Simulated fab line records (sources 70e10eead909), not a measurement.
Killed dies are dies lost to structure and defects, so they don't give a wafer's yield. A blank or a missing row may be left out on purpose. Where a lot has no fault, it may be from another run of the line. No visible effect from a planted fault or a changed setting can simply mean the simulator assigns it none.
Which of the tools did it? -- flow nandHarc -- 12 lots with 36 wafers sampled at 6 steps, on a route of 1159 steps

WHAT THE GAUGES SHOWED, per wafer
NHARC_A_CONTACT_CD_MEAS_08: the cd target is 100 nm. Usual: cdNm reads 100.1 nm (standard deviation 0.52).
lot,measured,on,cdNm (nm),flag
L185,day 16 16:49,cdSem-03,100.2 100.8 100.7,
L188,day 17 02:52,cdSem-01,101.1 100.9 100.9,
L191,day 18 00:11,cdSem-01,100.5 100.2 101.3,
L199,day 19 21:35,cdSem-02,100.8 100.4 100.0,
L197,day 20 02:09,cdSem-03,126.5 126.2 127.1,OFF
L196,day 20 05:08,cdSem-01,121.0 120.6 121.0,OFF
L198,day 20 05:17,cdSem-01,100.1 100.5 99.8,
L201,day 20 14:35,cdSem-01,99.7 99.9 99.3,
L200,day 20 15:48,cdSem-01,99.9 99.6 99.6,
L203,day 21 12:15,cdSem-01,99.2 99.2 99.6,
L205,day 22 02:05,cdSem-03,99.6 99.9 100.7,
L207,day 22 11:58,cdSem-03,100.1 100.1 101.1,

NHARC_A_CONTACT_INSPECT_10. Usual: rawDefectCount reads 29 (standard deviation 15).
lot,measured,on,rawDefectCount,flag
L185,day 16 16:56,defectInspect-02,31 17 24,
L188,day 17 02:59,defectInspect-02,8 10 12,
L191,day 18 00:18,defectInspect-02,26 15 18,
L199,day 19 21:43,defectInspect-01,33 29 35,
L197,day 20 02:17,defectInspect-01,16 13 20,
L196,day 20 05:16,defectInspect-02,28 25 27,
L198,day 20 05:25,defectInspect-02,40 34 33,
L201,day 20 14:43,defectInspect-01,41 27 34,
L200,day 20 15:56,defectInspect-02,40 48 39,
L203,day 21 12:23,defectInspect-02,20 24 18,
L205,day 22 02:12,defectInspect-01,62 70 62,
L207,day 22 12:05,defectInspect-01,15 23 6,

NHARC_END_SORT_01. Usual: killedAtArray 25, standard deviation 9.7; killedAtOther 0.7, standard deviation 0.87; killedAtPeriphery 3.3, standard deviation 2.3; killedDies 29, standard deviation 11; killedOpen 3.6, standard deviation 2.1; killedShort 2.3, standard deviation 1.7.
lot,measured,on,killedAtArray,killedAtOther,killedAtPeriphery,killedDies,killedOpen,killedShort,flag
L185,day 19 17:58,prober-01,27 16 19,0 0 2,1 0 3,28 16 24,6 5 3,2 2 2,
L199,day 22 04:09,prober-01,26 29 25,0 0 1,3 6 6,29 35 32,4 4 7,9 4 4,
L197,day 22 11:54,prober-01,15 16 21,1 1 0,2 2 3,18 19 24,0 4 8,3 3 3,
L201,day 22 21:16,prober-01,22 23 30,1 2 0,1 1 1,24 26 31,1 6 3,1 4 2,
L200,day 23 05:09,prober-02,30 37 32,0 1 2,4 3 4,34 41 38,2 2 5,1 2 0,
L203,day 24 01:00,prober-01,23 26 24,1 0 0,5 4 4,29 30 28,2 4 6,4 1 2,
L205,day 24 13:29,prober-02,50,2,2,54,4,4,

TOOL THAT RAN EACH LOT (tool first, then ch and the chambers of the sampled wafers, then the start)
lot,NHARC_A_CONTACT_ETCH_130,NHARC_A_CONTACT_EXPOSE_05,NHARC_A_CONTACT_ETCH_30
L185,"harCapEtch-02 ch 0,1, day 16 12:06","arfiScanner-03 ch 0, day 16 16:41","rieDiel-10 ch 0,1,3, day 19 17:58 or earlier"
L188,"harCapEtch-03 ch 0,1, day 16 22:38","arfiScanner-02 ch 0, day 17 02:43","rieDiel-09 ch 0,2, no start"
L191,"harCapEtch-01 ch 0,1, day 17 19:59","arfiScanner-03 ch 0, day 18 00:02","rieDiel-02 ch 2,3, no start"
L199,"harCapEtch-02 ch 0,1, day 19 17:28","arfiScanner-02 ch 0, day 19 21:27","rieDiel-02 ch 1,2, day 22 04:09 or earlier"
L197,"harCapEtch-01 ch 0,1, day 19 19:13","arfiScanner-03 ch 0, day 20 02:01","rieDiel-10 ch 0,1,2, day 22 11:54 or earlier"
L196,"harCapEtch-03 ch 0,1, day 19 21:55","arfiScanner-03 ch 0, day 20 05:00","rieDiel-02 ch 1,2,3, no start"
L198,"harCapEtch-02 ch 0,1, day 19 23:05","arfiScanner-02 ch 0, day 20 05:09","rieDiel-02 ch 1,2, no start"
L201,"harCapEtch-02 ch 0,1, day 20 09:55","arfiScanner-01 ch 0, day 20 14:27","rieDiel-10 ch 0,1,3, day 22 21:16 or earlier"
L200,"harCapEtch-03 ch 0,1, day 20 10:55","arfiScanner-01 ch 0, day 20 15:40","rieDiel-10 ch 0,3, day 23 05:09 or earlier"
L203,"harCapEtch-03 ch 0,1, day 21 04:02","arfiScanner-01 ch 0, day 21 12:07","rieDiel-10 ch 1,3, day 24 01:00 or earlier"
L205,"harCapEtch-03 ch 0,1, day 21 22:04","arfiScanner-02 ch 0, day 22 01:56","rieDiel-10 ch 0,2,3, day 24 13:29 or earlier"
L207,"harCapEtch-02 ch 0,1, day 22 07:32","arfiScanner-01 ch 0, day 22 11:49","rieDiel-09 ch 2,3, no start"
- NHARC_A_CONTACT_ETCH_130: etches the open film in C4F8/O2/Ar, time 155 s, target depth 956 nm.
- NHARC_A_CONTACT_EXPOSE_05: exposes mask A CC.
- NHARC_A_CONTACT_ETCH_30: etches the open film in CF4/CHF3, target depth 60.5 nm, time 30.2 s.

WHAT THE TOOLS THEMSELVES READ (means of the sampled wafers that have a number; where no wafer has one, the mark that the record gives instead)
NHARC_A_CONTACT_EXPOSE_05. Usual: exposureDoseMJCm2 reads 84.17 (standard deviation 0.087).
lot,tool,exposureDoseMJCm2,flag
L185,arfiScanner-03,84.08,
L188,arfiScanner-02,84.25,
L191,arfiScanner-03,84.25,
L199,arfiScanner-02,84.11,
L197,arfiScanner-03,116.43,OFF
L196,arfiScanner-03,110.11,OFF
L198,arfiScanner-02,84.08,
L201,arfiScanner-01,84.17,
L200,arfiScanner-01,84.19,
L203,arfiScanner-01,84.16,
L205,arfiScanner-02,84.16,
L207,arfiScanner-01,84.22,

NHARC_A_CONTACT_ETCH_30. Usual: chf3FlowSccm 30.01 sccm, standard deviation 0.094; drypumpMotorCurrentA 5.8 A, standard deviation 0.39; oesProductAu 0.928 a.u., standard deviation 0.016; rfVppV 370.8 V, standard deviation 2.7; showerheadPlenumPTorr 1.58 Torr, standard deviation 0.077; throttleValvePct 16.803 %, standard deviation 0.0097.
lot,tool,chf3FlowSccm (sccm),drypumpMotorCurrentA (A),oesProductAu (a.u.),rfVppV (V),showerheadPlenumPTorr (Torr),throttleValvePct (%),flag
L185,rieDiel-10,29.96,5.6,0.914,370.3,1.58,16.804,
L188,rieDiel-09,29.98,5.6,0.930,368.2,1.52,16.805,
L191,rieDiel-02,30.10,5.7,0.915,370.9,1.55,16.801,
L199,rieDiel-02,30.06,5.8,0.917,373.2,1.64,16.794,
L197,rieDiel-10,29.99,6.1,0.928,371.2,1.60,16.810,
L196,rieDiel-02,29.90,5.7,0.912,370.7,1.57,16.806,
L198,rieDiel-02,30.16,5.8,0.913,372.7,1.64,16.797,
L201,rieDiel-10,29.93,5.6,0.931,370.8,1.57,16.803,
L200,rieDiel-10,30.00,5.5,0.921,371.2,1.61,16.801,
L203,rieDiel-10,30.02,5.6,0.920,370.2,1.54,16.797,
L205,rieDiel-10,29.95,6.0,0.928,372.5,1.63,16.808,
L207,rieDiel-09,30.16,5.8,0.930,371.6,1.60,16.801,

THE ANSWER, worked out from the rows above alone
Rule: lot off if the mean of its wafers having a number is beyond 3 standard deviations from the usual mean. Also off: a lot with no number at a reading for which 4 or more lots have one. All remaining lots with rows at the step are treated as sound. Order of review: gauges by route order, followed by the tools' own readings, for which a lot's mean as printed above is used. The first step at which some lot is off is used, and at that step the reading that is off furthest; a lot without a number counts as furthest.
Off, at NHARC_A_CONTACT_CD_MEAS_08 on cdNm: L197, L196.
A tool fits if, at a process step before that reading, it ran every lot that is off, and no sound lot after the first of them. Not tried: the gauges at NHARC_A_CONTACT_CD_MEAS_08; whatever is off there is also off at NHARC_A_CONTACT_EXPOSE_05, on other tools, and gauge error can't account for it. One fits: NHARC_A_CONTACT_EXPOSE_05 on arfiScanner-03. A fault onset in the window from L191 (day 18 00:02, its last sound lot) to L197 (day 20 02:01, its first lot off) fits.
The tool's own readings at NHARC_A_CONTACT_EXPOSE_05 bear it out: on the lots that are off they differ by more than 5 times the standard deviation of the sound lots' means. exposureDoseMJCm2 reads 113.27 there against 84.17 on the sound lots.

WHAT THE SIMULATOR HAD PUT IN
Drift in process parameters on arfiScanner-03 at NHARC_A_CONTACT_EXPOSE_05, starting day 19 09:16. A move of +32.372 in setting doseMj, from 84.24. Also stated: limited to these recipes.
Lots struck among those shown: L197, L196. The rule above reached the same finding.
